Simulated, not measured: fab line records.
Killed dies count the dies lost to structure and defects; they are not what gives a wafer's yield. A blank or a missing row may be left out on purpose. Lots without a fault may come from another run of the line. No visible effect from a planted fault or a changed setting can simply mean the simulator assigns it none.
What tool caused it?    flow nand-harc    6 lots with 18 wafers sampled at 5 steps, on a route of 1159 steps

## WHAT THE GAUGES SHOWED, per wafer
NHARC_END_SORT_01.
lot   measured      on         defect-limited-yield (%)
L601  day 20 01:04  prober-01  96.8 94.5 95.1

## WHAT TOOL EACH LOT RAN ON (gives the tool, then ch and the chambers of the sampled wafers, and finally the start)
lot   NHARC_P_M1_ANNEAL_31              NHARC_P_BONDPAD_DEP_00           NHARC_P_BONDPAD_DESCUM_11          NHARC_P_BONDPAD_STRIP_15
L601  rtp-anneal-02 ch 0, day 6 09:12   pecvd-01 ch 0,2, day 6 14:49     rie-diel-02 ch 1,2, day 6 16:15    rie-diel-06 ch 0,2, day 6 16:40
L603  rtp-anneal-02 ch 0, day 7 07:17   pecvd-04 ch 0,1, day 7 13:49     rie-diel-11 ch 1,2,3, day 7 15:22  rie-diel-02 ch 0,1,3, day 7 15:56
L605  rtp-anneal-01 ch 0, day 7 12:49   pecvd-04 ch 0,1,2, day 7 18:16   rie-diel-06 ch 1,2,3, day 7 19:44  rie-diel-11 ch 0,1,3, day 7 20:09
L607  rtp-anneal-01 ch 0, day 8 02:11   pecvd-04 ch 0,1,2, day 8 07:47   rie-diel-06 ch 0,1,3, day 8 09:14  rie-diel-06 ch 1,2,3, day 8 09:38
L608  rtp-anneal-01 ch 0, day 8 07:55   pecvd-01 ch 1,2, day 8 13:39     rie-diel-06 ch 0,1,2, day 8 15:37  rie-diel-06 ch 0,1, day 8 16:00
L618  rtp-anneal-02 ch 0, day 10 21:19  pecvd-04 ch 0,1,2, day 11 03:26  rie-diel-02 ch 2,3, day 11 04:44   rie-diel-11 ch 0,1,2, day 11 05:10
- NHARC_P_M1_ANNEAL_31: time 90 s.
- NHARC_P_BONDPAD_DEP_00: deposits SiCN, target thk 250 nm.
- NHARC_P_BONDPAD_DESCUM_11: chemistry O2, time 3 s.
- NHARC_P_BONDPAD_STRIP_15: strips in O2.

## THE ANSWER, worked out from the rows above alone
Rule: the usual values come from the lots themselves. The widest of any qualifying gaps counts: lots, ordered by their means at a reading, are off when they make up no more than a third of the lots, leave a main group of 4 or more, and stand apart from it by 3 or more times the standard deviation of that group's means. A main group whose means are all the same, to the digits that the tables above print for the reading, isn't used. A lot without any number at a reading at which 4 lots or more have one is off too. Where the step has rows for the other lots, those lots are counted as sound.
None of the lots is off at any reading shown; this tells nothing.

## WHAT THE SIMULATOR PUT IN
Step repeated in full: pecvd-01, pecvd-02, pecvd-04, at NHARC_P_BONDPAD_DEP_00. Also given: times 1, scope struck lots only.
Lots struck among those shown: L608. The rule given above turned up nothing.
